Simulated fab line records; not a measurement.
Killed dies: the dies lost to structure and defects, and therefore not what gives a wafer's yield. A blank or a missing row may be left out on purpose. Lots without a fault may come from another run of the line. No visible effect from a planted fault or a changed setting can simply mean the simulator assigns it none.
What tool caused it? | flow nandHarc | 36 wafers from 12 lots sampled at 6 of the route's 1302 steps

## WHAT THE GAUGES SHOWED, per wafer
NHARC_P_STI_OVL_MEAS_10. Usual: overlayXNm -2 nm, standard deviation 7.8; overlayYNm 0 nm, standard deviation 5.
lot  | measured     | on         | overlayXNm (nm) | overlayYNm (nm) | flag
L341 | day 3 01:02  | overlay-01 | -9 -9 -9        | 5 5 5           | 
L342 | day 3 09:50  | overlay-02 | -5 -4 -4        | -7 -7 -8        | 
L344 | day 4 01:55  | overlay-01 | -8 -9 -9        | -3 -3 -3        | 
L346 | day 4 22:25  | overlay-01 | -9 -9 -9        | -3 -4 -4        | 
L347 | day 5 07:37  | overlay-02 | 1 0 1           | 0 0 0           | 
L350 | day 6 16:03  | overlay-01 | 11 10 10        | 11 11 11        | 
L355 | day 8 14:55  | overlay-01 | 5 4 5           | 6 6 6           | 
L357 | day 9 15:56  | overlay-01 | 15 16 16        | 0 0 0           | 
L358 | day 9 22:17  | overlay-01 | 7 6 6           | -8 -8 -8        | 
L361 | day 11 10:21 | overlay-01 | -5 -6 -5        | 3 3 3           | 
L363 | day 11 22:44 | overlay-02 | -12 -12 -12     | -1 0 0          | 
L364 | day 12 08:41 | overlay-01 | -11 -11 -12     | 6 6 5           | 

NHARC_P_STI_INSPECT_11. Usual: rawDefectCount 5.5, standard deviation 2.7.
lot  | measured     | on               | rawDefectCount | flag
L341 | day 3 01:05  | defectInspect-02 | 7 1 3          | 
L342 | day 3 09:53  | defectInspect-02 | 7 10 7         | 
L344 | day 4 01:57  | defectInspect-01 | 11 8 4         | 
L346 | day 4 22:27  | defectInspect-01 | 3 3 4          | 
L347 | day 5 07:40  | defectInspect-02 | 10 4 5         | 
L350 | day 6 16:05  | defectInspect-02 | 9 10 7         | 
L355 | day 8 14:58  | defectInspect-01 | 9 8 13         | 
L357 | day 9 15:59  | defectInspect-02 | 2 4 4          | 
L358 | day 9 22:20  | defectInspect-01 | 3 1 7          | 
L361 | day 11 10:23 | defectInspect-02 | 5 4 4          | 
L363 | day 11 22:46 | defectInspect-01 | 7 5 3          | 
L364 | day 12 08:44 | defectInspect-02 | 5 4 3          | 

NHARC_P_STI_OCD_MEAS_17. Usual: trenchDepthNm 300.7 nm, standard deviation 2.9; trenchFootCdNm 157.6 nm, standard deviation 1.9.
lot  | measured     | on     | trenchDepthNm (nm) | trenchFootCdNm (nm) | flag
L341 | day 3 01:48  | ocd-01 | 302.1 301.2 299.4  | 158.4 158.9 157.2   | 
L342 | day 3 10:33  | ocd-01 | 301.8 303.2 304.1  | 154.9 153.8 155.4   | 
L344 | day 4 02:37  | ocd-01 | 309.1 298.9 302.4  | 155.6 159.7 156.5   | 
L346 | day 4 23:07  | ocd-02 | 301.5 297.5 297.3  | 156.5 158.0 155.7   | 
L347 | day 5 08:19  | ocd-01 | 298.1 302.9 299.6  | 155.4 158.4 154.7   | 
L350 | day 6 16:44  | ocd-01 | 300.9 303.8 305.8  | 157.2 156.8 154.8   | 
L355 | day 8 15:37  | ocd-02 | 304.0 261.4 301.2  | 158.5 162.9 160.8   | OFF
L357 | day 9 16:38  | ocd-02 | 261.2 300.6 300.9  | 164.3 161.1 159.2   | OFF
L358 | day 9 22:59  | ocd-01 | 298.8 296.9 259.0  | 160.3 159.8 165.1   | OFF
L361 | day 11 11:05 | ocd-01 | 299.9 297.2 301.1  | 156.0 157.8 153.6   | 
L363 | day 11 23:28 | ocd-02 | 300.8 302.7 299.3  | 156.8 154.7 158.1   | 
L364 | day 12 09:25 | ocd-01 | 300.5 296.3 300.3  | 156.4 157.1 157.4   | 

NHARC_END_SORT_01. Usual: killedAtArray 61, standard deviation 23; killedAtOther 1.3, standard deviation 1.4; killedAtPeriphery 4.0, standard deviation 2.6; killedDies 66, standard deviation 22; killedOpen 3.4, standard deviation 1.8; killedShort 2.3, standard deviation 1.4.
lot  | measured     | on        | killedAtArray | killedAtOther | killedAtPeriphery | killedDies | killedOpen | killedShort | flag
L358 | day 31 13:34 | prober-02 | 50 55 60      | 0 0 1         | 6 3 6             | 56 58 67   | 5 3 4      | 3 3 2       | 

## TOOL THAT RAN EACH LOT (tool first, then ch and the chambers of the sampled wafers, then the start)
lot  | NHARC_P_ZERO_WELL_ETCH_63       | NHARC_P_STI_ETCH_15
L341 | rieSi-06 ch 1,2,3, day 1 21:32  | rieSi-04 ch 0,1,2, day 3 01:33
L342 | rieSi-02 ch 0,1, day 2 07:39    | rieSi-05 ch 0,1,3, day 3 10:20
L344 | rieSi-06 ch 1,2, day 3 03:35    | rieSi-03 ch 0,2, day 4 02:22
L346 | rieSi-02 ch 0,1,2, day 3 23:32  | rieSi-04 ch 0,1,3, day 4 22:52
L347 | rieSi-06 ch 1,2,3, day 4 10:16  | rieSi-04 ch 0,1,3, day 5 08:04
L350 | rieSi-02 ch 0,2,3, day 5 16:05  | rieSi-04 ch 1,2,3, day 6 16:29
L355 | rieSi-02 ch 1,2,3, day 7 17:44  | rieSi-04 ch 0,2,3, day 8 15:23
L357 | rieSi-02 ch 0,2,3, day 8 13:43  | rieSi-04 ch 1,3, day 9 16:23
L358 | rieSi-02 ch 0,1,2, day 8 23:40  | rieSi-04 ch 0,1,3, day 9 22:44
L361 | rieSi-02 ch 1,3, day 10 05:40   | rieSi-03 ch 0,1, day 11 10:49
L363 | rieSi-06 ch 0,3, day 11 01:32   | rieSi-03 ch 0,1, day 11 23:11
L364 | rieSi-02 ch 1,2,3, day 11 11:39 | rieSi-03 ch 0,2, day 12 09:08
- NHARC_P_ZERO_WELL_ETCH_63: etches the open film in HBr/Cl2, target depth 120 nm, time 40.1 s.
- NHARC_P_STI_ETCH_15: etches the open film in HBr/Cl2, target depth 300 nm, time 100.1 s.

## WHAT THE TOOLS THEMSELVES READ (means of the sampled wafers that have a number; where no wafer has one, the mark that the record gives instead)
NHARC_P_ZERO_WELL_ETCH_63. Usual: drypumpMotorCurrentA 5.70 A, standard deviation 0.29; heBacksideLeakSccm 2.68 sccm, standard deviation 0.27; oesProductAu 1.001 a.u., standard deviation 0.0076; throttleValvePct 26.407 %, standard deviation 0.0092.
lot  | tool     | drypumpMotorCurrentA (A) | heBacksideLeakSccm (sccm) | oesProductAu (a.u.) | throttleValvePct (%) | flag
L341 | rieSi-06 | 5.61                     | 2.54                      | 1.007               | 26.406               | 
L342 | rieSi-02 | 5.77                     | 2.66                      | 1.013               | 26.397               | 
L344 | rieSi-06 | 5.42                     | 2.83                      | 1.002               | 26.404               | 
L346 | rieSi-02 | 5.74                     | 2.65                      | 1.006               | 26.405               | 
L347 | rieSi-06 | 5.64                     | 2.62                      | 0.999               | 26.398               | 
L350 | rieSi-02 | 5.90                     | 2.66                      | 1.002               | 26.412               | 
L355 | rieSi-02 | 5.67                     | 2.65                      | 1.003               | 26.414               | 
L357 | rieSi-02 | 5.88                     | 2.63                      | 0.997               | 26.419               | 
L358 | rieSi-02 | 5.75                     | 2.72                      | 1.001               | 26.407               | 
L361 | rieSi-02 | 5.58                     | 2.74                      | 0.994               | 26.408               | 
L363 | rieSi-06 | 6.02                     | 2.43                      | 1.002               | 26.407               | 
L364 | rieSi-02 | 5.68                     | 2.57                      | 1.000               | 26.396               | 

NHARC_P_STI_ETCH_15. Usual: drypumpMotorCurrentA 5.6 A, standard deviation 0.5; heBacksideLeakSccm 2.65 sccm, standard deviation 0.29; oesProductAu 0.999 a.u., standard deviation 0.0075; throttleValvePct 26.406 %, standard deviation 0.01.
lot  | tool     | drypumpMotorCurrentA (A) | heBacksideLeakSccm (sccm) | oesProductAu (a.u.) | throttleValvePct (%) | flag
L341 | rieSi-04 | 5.5                      | 2.57                      | 1.000               | 26.401               | 
L342 | rieSi-05 | 5.4                      | 2.70                      | 1.004               | 26.405               | 
L344 | rieSi-03 | 5.8                      | 2.82                      | 1.003               | 26.406               | 
L346 | rieSi-04 | 5.2                      | 2.50                      | 0.994               | 26.400               | 
L347 | rieSi-04 | 5.2                      | 2.56                      | 0.997               | 26.396               | 
L350 | rieSi-04 | 5.2                      | 2.70                      | 1.005               | 26.410               | 
L355 | rieSi-04 | 5.6                      | 2.52                      | 0.975               | 26.408               | OFF
L357 | rieSi-04 | 4.9                      | 2.60                      | 0.974               | 26.402               | OFF
L358 | rieSi-04 | 5.2                      | 2.54                      | 0.966               | 26.403               | OFF
L361 | rieSi-03 | 6.0                      | 2.39                      | 0.997               | 26.409               | 
L363 | rieSi-03 | 5.8                      | 2.57                      | 0.997               | 26.406               | 
L364 | rieSi-03 | 5.9                      | 2.99                      | 0.994               | 26.402               | 

## THE ANSWER, worked out from the rows above alone
Rule: take the mean of a lot's wafers that have a number; if it is more than 3 standard deviations from the usual mean, the lot is off. Also off: a lot with no number at a reading for which 4 or more lots have one. The other lots that the step has rows for count as sound. After the gauges, taken in route order, come the tools' own readings; for these a lot's mean is taken, as printed above. The first step at which some lot is off is used, and at that step the reading that is off furthest; a lot without a number counts as furthest.
Off: L355, L357, L358, at NHARC_P_STI_OCD_MEAS_17 (trenchDepthNm).
A tool fits if, at a process step before that reading, it ran every lot that is off, and no sound lot after the first of them. Not tried: the gauges at NHARC_P_STI_OCD_MEAS_17; whatever is off there is also off at NHARC_P_STI_ETCH_15, on other tools, and gauge error can't account for it. One fits: NHARC_P_STI_ETCH_15 on rieSi-04. A fault onset in the window from L350 (day 6 16:29, its last sound lot) to L355 (day 8 15:23, its first lot off) fits.
The tool's own readings at NHARC_P_STI_ETCH_15 bear it out: on the lots that are off they differ by more than 5 times the standard deviation of the sound lots' means. oesProductAu reads 0.972 a.u. there against 0.999 a.u. on the sound lots.

## WHAT WAS PUT IN BY THE SIMULATOR
rieSi-04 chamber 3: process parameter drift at NHARC_P_STI_ETCH_15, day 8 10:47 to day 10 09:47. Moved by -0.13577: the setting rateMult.
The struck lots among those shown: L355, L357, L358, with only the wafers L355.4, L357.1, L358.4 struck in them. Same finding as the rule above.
